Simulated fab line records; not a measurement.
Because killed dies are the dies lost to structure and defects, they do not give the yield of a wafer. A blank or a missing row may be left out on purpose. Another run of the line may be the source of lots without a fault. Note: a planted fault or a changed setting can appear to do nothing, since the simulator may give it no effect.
fab line records	flow nand-harc
record lots=6	wafers=18	last-day=25
route steps=1159 shown A_BLC@977
lots untouched by any fault: they come from a run of this same line in which no faults occurred
start-h: the number of hours between the record's first day and the start of the first shown wafer of the lot	wait-h: how many hours have passed since the lot's step before this one	" the same as in the row above	L1.1+2: one row covering several wafers at once	- either no value or no given start	* or withheld: withheld	< > ~ a bound
route shown NAME@n: a module of which the file shows steps, and the number in the route of the first	usual: mean/standard deviation of fault-free wafers	same: alike in all rows	chamber/n: place in a boat	sites: the reading at each site	_std_site: standard deviation across them	_edge_site: outer sites' mean less inner sites'	radius-mm: how far each site lies from the wafer's centre	mask NAME#n: copy n	behind: the tool/chamber that last shaped the wafer	hold: why the lot went on hold/how many hours it stayed there/how the hold came to an end	device: transistor that didn't switch, given as n, p or np	end of line: the tests these same wafers got at the end of their route	a step without rows: its recipe alone	killed: at the first sort, the dies lost to defects and structure; wafer yield is something else	map: per-die view of a wafer (x killed, . not killed, _ where there is no die)
set.NAME: the run value of the setting; set.NAME@STEP: its run value at that earlier step	model.NAME: the simulator's own value behind a step, which no gauge read
a table for each step, a row for each wafer; lots at some steps of the route
services: from which hour (start-h, from the record's first day; less than 0 if before it) a tool's chamber was out of use, for how many hours, and why
## steps
# step NHARC_A_BLC_DESCUM_15
# recipe time-s=3	o2-flow-sccm=200	ar-flow-sccm=0	bias-power-w=0	chemistry=O2
# step NHARC_A_BLC_ETCH_16
# recipe target-depth-a=390	over-etch-frac=0.3	time-s=65	ion-energy-ev=80	cf4-flow-sccm=150	ar-flow-sccm=0	rf-w=300	bias-w=100	chemistry=CF4
# usual drypump-motor-current-A=5.8/0.74	oes-product-au=1.001/0.0083	rf-vpp-V=151.2/1.1	showerhead-plenum-p-Torr=1.76/0.067	throttle-valve-pct=13.284/0.0095
lot.wafer	tool	chamber	start-h	wait-h	drypump-motor-current-A	oes-product-au	rf-hours-counter-h	rf-vpp-V	showerhead-plenum-p-Torr	throttle-valve-pct
L289.3	rie-diel-05	0	397.27	0.1	4.7	1.009	5	148.9	1.68	13.297
L289.4	"	1	"	"	6.3	1.017	5	151.8	1.83	13.277
L289.6	"	0	"	"	4.7	1.008	-	150.9	1.68	13.294
L293.4	rie-diel-11	0	422.06	0.1	6.1	1.025	17	151.0	1.77	13.295
L293.1	"	2	"	"	5.4	1.009	18	151.0	1.83	13.271
L293.2	"	3	"	"	5.5	0.992	19	151.6	1.78	13.277
L303.3	rie-diel-05	3	490.98	0.1	6.4	1.008	17	150.2	1.76	13.295
L303.6	"	3	"	"	6.4	1.000	-	151.0	1.76	13.279
L303.5	"	0	"	"	4.7	0.994	-	148.5	1.68	13.286
L302.4	rie-diel-06	1	500.84	0.6	6.3	1.002	6	150.7	1.68	13.280
L302.3	"	0	"	"	6.5	0.991	6	152.0	1.83	13.287
L302.6	"	1	"	"	6.3	1.003	-	150.4	1.68	13.290
L307.4	rie-diel-05	1	509.76	0.1	6.3	1.012	19	151.9	1.83	13.277
L307.3	"	0	"	"	4.7	1.001	18	151.3	1.68	13.282
L307.5	"	2	"	"	4.7	0.999	-	150.1	1.68	13.283
L310.3	rie-diel-11	0	537.52	0.1	6.1	1.021	58	150.6	1.76	13.298
L310.5	"	0	"	"	6.1	1.007	-	152.2	1.76	13.265
L310.6	"	1	"	"	5.8	0.994	-	150.6	1.76	13.274
# step NHARC_A_BLC_ETCH_17
# recipe target-depth-a=3900	over-etch-frac=0.25	time-s=609.38	ion-energy-ev=200	n2-flow-sccm=150	h2-flow-sccm=150	ar-flow-sccm=0	rf-w=400	bias-w=150	chemistry=N2/H2
# step NHARC_A_BLC_ETCH_18
# recipe target-depth-a=9100	c4f8-flow-sccm=20	o2-flow-sccm=10	ar-flow-sccm=withheld	rf-w=600	bias-w=1500	chemistry=C4F8/O2/Ar
# usual oes-product-au=0.952/0.023	rf-vpp-V=978/5.4
lot.wafer	tool	chamber	start-h	wait-h	oes-product-au	rf-hours-counter-h	rf-vpp-V
L289.4	rie-diel-05	3	-	-	0.980	7	976
L289.3	"	2	"	"	0.958	6	971
L289.6	"	0	"	"	0.981	-	971
L293.4	rie-diel-11	0	-	-	0.951	17	978
L293.2	"	1	"	"	0.939	18	979
L293.1	"	2	"	"	0.949	19	982
L303.3	rie-diel-05	2	-	-	0.969	18	969
L303.6	"	1	"	"	0.982	-	983
L303.5	"	2	"	"	0.976	-	972
L302.4	rie-diel-06	2	-	-	0.925	5	984
L302.3	"	3	"	"	0.921	7	983
L302.6	"	3	"	"	0.924	-	981
L307.3	rie-diel-05	1	-	-	0.930	19	984
L307.4	"	3	"	"	0.936	19	978
L307.5	"	0	"	"	0.934	-	970
L310.3	rie-diel-11	3	-	-	0.914	58	978
L310.5	"	3	"	"	0.929	-	978
L310.6	"	0	"	"	0.928	-	976
# step NHARC_A_BLC_CD_MEAS_19
# usual cd-nm=100.7/2.4
lot.wafer	tool	chamber	start-h	wait-h	cd-nm
L289.3	cd-sem-03	-	398.20	-	100.4
L289.4	"	-	"	"	103.9
L289.6	"	-	"	"	102.0
L293.1	cd-sem-02	-	422.96	-	99.8
L293.2	"	-	"	"	101.9
L293.4	"	-	"	"	103.2
L303.3	cd-sem-03	-	491.87	-	99.9
L303.5	"	-	"	"	99.2
L303.6	"	-	"	"	101.2
L302.3	cd-sem-02	-	501.73	-	100.0
L302.4	"	-	"	"	97.3
L302.6	"	-	"	"	98.8
L307.3	cd-sem-03	-	510.65	-	103.9
L307.4	"	-	"	"	101.6
L307.5	"	-	"	"	104.0
L310.3	cd-sem-01	-	538.41	-	99.9
L310.5	"	-	"	"	99.4
L310.6	"	-	"	"	98.3
# step NHARC_A_BLC_STRIP_29
# recipe cf4-flow-sccm=150	ar-flow-sccm=0	bias-w=0	chemistry=CF4
# usual drypump-motor-current-A=5.8/0.68	oes-product-au=1.000/0.0077	rf-vpp-V=59.3/0.89	showerhead-plenum-p-Torr=1.77/0.064	throttle-valve-pct=13.284/0.0087
lot.wafer	tool	chamber	start-h	wait-h	drypump-motor-current-A	oes-product-au	rf-hours-counter-h	rf-vpp-V	showerhead-plenum-p-Torr	throttle-valve-pct
L289.4	rie-diel-06	2	398.27	0.1	5.5	0.998	13	59.6	1.84	13.269
L289.3	"	1	"	"	6.3	0.996	12	59.9	1.69	13.275
L289.6	"	3	"	"	6.4	0.996	-	59.3	1.82	13.289
L293.1	rie-diel-11	1	423.04	0.1	5.8	1.000	18	60.4	1.77	13.278
L293.4	"	2	"	"	5.4	0.995	19	59.5	1.83	13.275
L293.2	"	3	"	"	5.5	1.001	19	59.2	1.78	13.294
L303.3	rie-diel-06	2	491.95	0.1	5.5	1.015	4	59.8	1.84	13.282
L303.5	"	1	"	"	6.3	0.997	-	58.9	1.68	13.277
L303.6	"	2	"	"	5.5	0.997	-	61.0	1.84	13.277
L302.3	rie-diel-06	2	501.81	0.1	5.5	0.996	5	59.9	1.84	13.294
L302.4	"	0	"	"	6.6	0.998	7	59.4	1.83	13.276
L302.6	"	2	"	"	5.5	1.003	-	57.7	1.84	13.287
L307.3	rie-diel-05	2	510.72	0.1	4.7	0.985	19	59.6	1.68	13.280
L307.4	"	3	"	"	6.4	1.002	19	58.2	1.76	13.296
L307.5	"	2	"	"	4.7	0.999	-	59.7	1.68	13.286
L310.3	rie-diel-05	3	538.51	0.1	6.4	1.001	2	57.6	1.76	13.271
L310.5	"	0	"	"	4.7	0.988	-	58.7	1.68	13.286
L310.6	"	1	"	"	6.4	0.991	-	60.5	1.83	13.285
# step NHARC_A_BLC_STRIP_21
# recipe o2-flow-sccm=500	ar-flow-sccm=0	bias-w=0	chemistry=O2
# usual drypump-motor-current-A=5.8/0.69	oes-product-au=1.001/0.0085	rf-vpp-V=57.9/0.95	showerhead-plenum-p-Torr=3.53/0.13	throttle-valve-pct=17.036/0.0086
lot.wafer	tool	chamber	start-h	wait-h	drypump-motor-current-A	oes-product-au	rf-hours-counter-h	rf-vpp-V	showerhead-plenum-p-Torr	throttle-valve-pct
L289.4	rie-diel-06	1	398.39	0.1	6.3	0.995	12	57.9	3.36	17.050
L289.3	"	2	"	"	5.5	0.985	13	57.9	3.68	17.039
L289.6	"	0	"	"	6.6	1.003	-	58.3	3.65	17.026
L293.1	rie-diel-11	3	423.28	0.2	5.5	0.994	20	60.5	3.55	17.035
L293.4	"	1	"	"	5.8	1.013	18	58.4	3.54	17.046
L293.2	"	2	"	"	5.4	1.007	19	57.7	3.65	17.031
L303.3	rie-diel-06	3	492.06	0.1	6.4	0.997	6	56.7	3.63	17.043
L303.6	"	1	"	"	6.3	0.994	-	57.3	3.36	17.047
L303.5	"	2	"	"	5.5	0.998	-	58.5	3.67	17.034
L302.4	rie-diel-06	0	501.91	0.1	6.6	0.998	7	59.4	3.65	17.044
L302.3	"	1	"	"	6.3	1.000	7	57.6	3.36	17.030
L302.6	"	0	"	"	6.6	0.988	-	59.2	3.65	17.029
L307.3	rie-diel-05	1	510.82	0.1	6.4	1.018	19	58.9	3.64	17.036
L307.4	"	3	"	"	6.4	1.002	19	59.0	3.52	17.037
L307.5	"	1	"	"	6.4	1.009	-	58.6	3.64	17.041
L310.3	rie-diel-05	3	538.59	0.1	6.4	1.002	2	59.0	3.52	17.031
L310.5	"	2	"	"	4.7	1.000	-	59.2	3.34	17.039
L310.6	"	3	"	"	6.4	1.015	-	58.1	3.52	17.037
# step NHARC_A_BLC_STRIP_22
# recipe time-s=600	temp-c=30	chemistry=post-etch-residue-remover
# step NHARC_A_BLC_DEGAS_30
# recipe temp-c=300	time-s=60
# step NHARC_A_BLC_PRE_CLEAN_31
# recipe time-s=15	bias-v=250	gas=Ar
# step NHARC_A_BLC_PVD_32
# recipe target-thk-a=50	chamber-pressure-pa=5	power-w=5000	substrate-temp-c=200	time-s=17.7	material=Ti
# step NHARC_A_BLC_ALD_23
# recipe target-thk-a=30	pulse-time-s=1	ald-cycles=150	temp-c=450	material=TiN
# usual heater-power-w=1133/91	precursor-pulse-height-rel=1.001/0.02
# same ald-cycles=150
lot.wafer	tool	chamber	start-h	wait-h	heater-power-w	precursor-pulse-height-rel
L289.3	ald-metal-03	0	399.14	-	1172	0.968
L289.4	"	1	"	"	1147	1.021
L289.6	"	0	"	"	1149	0.996
L293.4	ald-metal-03	3	423.94	-	1157	0.993
L293.2	"	0	"	"	1153	1.059
L293.1	"	2	"	"	1296	1.031
L303.3	ald-metal-03	2	492.72	-	1339	1.010
L303.5	"	2	"	"	1333	1.000
L303.6	"	3	"	"	1152	1.043
L302.3	ald-metal-01	2	502.57	-	1140	1.021
L302.4	"	3	"	"	1224	1.010
L302.6	"	3	"	"	1199	0.984
L307.3	ald-metal-04	1	511.49	-	1199	1.033
L307.4	"	3	"	"	1206	1.009
L307.5	"	0	"	"	1014	1.048
L310.3	ald-metal-04	2	539.34	-	1060	0.999
L310.5	"	3	"	"	1236	0.999
L310.6	"	0	"	"	1005	0.999
# step NHARC_A_BLC_CVD_24
# recipe target-thk-a=1500	temp-c=300	pressure-torr=40	wf6-flow-sccm=40	h2-flow-sccm=1600	ar-flow-sccm=1560	time-s=434	material=W
# usual heater-power-w=443/37	throttle-valve-pct=7.8/0.36
lot.wafer	tool	chamber	start-h	wait-h	heater-power-w	throttle-valve-pct
L289.4	cvd-w-02	0	406.38	-	409	8.0
L289.3	"	1	"	"	500	7.3
L289.6	"	1	"	"	497	7.5
L289.4	cvd-w-02	0	410.60	4.1	402	8.0
L289.3	"	1	"	"	501	7.2
L289.6	"	1	"	"	495	7.5
L293.1	cvd-w-01	1	424.60	-	435	8.1
L293.2	"	0	"	"	447	7.8
L293.4	"	1	"	"	410	8.1
L293.1	cvd-w-01	1	426.42	1.7	424	8.1
L293.2	"	0	"	"	451	8.0
L293.4	"	1	"	"	420	8.2
L303.3	cvd-w-01	0	505.83	-	433	7.7
L303.6	"	0	"	"	448	7.8
L303.5	"	1	"	"	415	7.8
L302.3	cvd-w-02	0	507.10	-	410	8.0
L302.4	"	0	"	"	414	8.0
L302.6	"	0	"	"	408	8.1
L307.4	cvd-w-02	1	511.88	-	491	7.6
L307.3	"	0	"	"	410	8.4
L307.5	"	0	"	"	412	8.2
L310.3	cvd-w-02	1	539.63	-	495	7.5
L310.6	"	1	"	"	492	7.3
L310.5	"	0	"	"	404	8.0
# step NHARC_A_BLC_CMP_25
# recipe t-overpolish-s=30	target-thk-nm=150
# usual edge-zone-pressure-frac=1.001/0.0046	motor-current-A=12.0/0.95	overpolish-run-s=30.000/0.0096	time-to-endpoint-s=30.3/2.6
# same t-overpolish-s=30
lot.wafer	tool	chamber	start-h	wait-h	edge-zone-pressure-frac	motor-current-A	overpolish-run-s	time-to-endpoint-s
L289.3	cmp-03	0	411.08	0.3	1.006	12.3	30.016	63.1
L289.4	"	1	"	"	0.997	13.1	30.010	62.6
L289.6	"	2	"	"	1.002	11.5	30.002	59.8
L293.4	cmp-03	3	427.01	0.4	0.997	11.5	30.014	61.0
L293.1	"	0	"	"	1.006	12.7	29.994	59.6
L293.2	"	1	"	"	0.998	12.6	29.997	61.8
L303.3	cmp-03	3	506.29	0.4	1.000	10.8	29.998	23.2
L303.5	"	0	"	"	0.997	12.1	30.006	23.3
L303.6	"	1	"	"	0.993	12.7	30.006	28.4
L302.3	cmp-03	0	507.81	0.6	1.004	11.6	29.996	28.6
L302.4	"	1	"	"	1.000	12.3	29.987	24.7
L302.6	"	3	"	"	0.995	12.0	29.998	25.3
L307.3	cmp-02	3	512.26	0.2	1.005	12.6	30.009	34.4
L307.4	"	1	"	"	0.995	13.9	29.994	33.7
L307.5	"	3	"	"	1.002	12.8	30.004	33.8
L310.3	cmp-03	0	540.09	0.4	1.006	13.1	30.011	27.9
L310.6	"	1	"	"	0.998	13.3	29.997	28.7
L310.5	"	2	"	"	0.998	11.9	30.004	28.8
## services
tool	chamber	start-h	hours	kind
cvd-w-02	-	378.93	13.0	pm
cmp-03	-	381.16	4.0	pm
cmp-03	-	391.96	2.9	repair
rie-diel-11	2	393.87	1.4	repair
cmp-02	-	395.13	0.6	repair
ald-metal-04	-	406.00	10.0	pm
ald-metal-01	3	408.07	18.1	repair
cmp-02	-	412.38	2.1	repair
rie-diel-06	-	418.34	9.0	pm
cmp-02	-	424.11	4.0	pm
ald-metal-04	1	427.43	10.6	repair
ald-metal-04	-	437.99	1.7	repair
rie-diel-11	3	441.22	4.3	repair
cmp-02	-	446.19	0.7	repair
cmp-03	-	449.40	11.6	repair
ald-metal-03	2	460.06	26.1	repair
rie-diel-11	3	462.50	9.4	repair
cmp-03	-	479.16	4.0	pm
cvd-w-01	-	480.94	13.0	pm
ald-metal-03	-	500.00	10.0	pm
ald-metal-04	2	503.99	15.1	repair
cmp-03	-	512.19	2.0	repair
rie-diel-05	-	517.61	9.0	pm
rie-diel-11	-	533.87	1.0	repair
## key
first-sign step=NHARC_A_BLC_CVD_24	reading=visit	direction=added
effect step=NHARC_A_BLC_CMP_25	reading=time-to-endpoint-s	direction=up	sigmas=12	usual=*	struck=*
met-at NHARC_A_BLC_CVD_24
struck-wafers L289.3,L289.4,L289.6,L293.1,L293.2,L293.4
sort-left-out L289.3,L289.4,L289.6,L293.1,L293.2,L293.4
tester-left-out L289,L293
fault kind=repeated-step-whole	tool=cvd-w-01,cvd-w-02	chamber=-	onset-h=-	steps=NHARC_A_BLC_CVD_24	times=1	scope=struck-lots-only
# tester-left-out: of these lots the tester's yield and bins aren't shown, on N5 and GAA mostly nor the transistor test; their killed dies are dies lost to structure and defects alone, not to doping, threshold or leakage, so they don't give the yield
# sort-left-out: the simulated sort isn't trusted on such a fault, so these wafers' sort isn't shown, and their yield isn't known
